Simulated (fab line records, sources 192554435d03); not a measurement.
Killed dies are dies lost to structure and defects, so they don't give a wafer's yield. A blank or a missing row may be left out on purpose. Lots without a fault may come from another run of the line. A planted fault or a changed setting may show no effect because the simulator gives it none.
Chamber matching | flow n5_finfet | N5_BEOL_M8_DESCUM_16 on rie_diel-01: 4 sister chambers
The step chemistry O2, time 7.9 s. 4 wafers are shown with their chamber, then 8 later ones without.

WAFERS WITH THEIR CHAMBER
wafer  | chamber | throttle_valve_pct (%)
L083.4 | 0       | 20.12
L082.4 | 3       | 20.80
L082.6 | 1       | 20.66
L088.3 | 2       | 19.99

WAFERS WITHOUT THEIR CHAMBER
wafer  | throttle_valve_pct (%)
L088.4 | 20.12
L088.5 | 20.82
L093.2 | 20.72
L093.4 | 20.82
L093.6 | 20.72
L094.2 | 20.16
L094.3 | 20.84
L094.5 | 20.00

WHICH CHAMBER EACH WENT THROUGH
wafer  | from the rows above     | in truth
L088.4 | 0                       | 0
L088.5 | 3                       | 3
L093.2 | can't be placed: 1 or 3 | 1
L093.4 | 3                       | 3
L093.6 | can't be placed: 1 or 3 | 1
L094.2 | 0                       | 0
L094.3 | 3                       | 3
L094.5 | 2                       | 2
Placed correctly: 6 of 8. Can't be placed from these rows: 2 (the true chamber is among the candidates in 2). Placed wrongly: 0.
How it was worked out, from the rows above alone: a wafer's distance from a chamber is the root of the sum, over the readings, of the square of ((its reading less the chamber's mean) divided by the reading's scatter). The wafer belongs to the nearest chamber; if the next one is less than 2 further off, it can't be placed. A chamber's mean is the mean of its shown wafers. The scatter: with one shown wafer a chamber, the root of the mean of the squares of how far each hidden wafer lies from its nearest shown one.
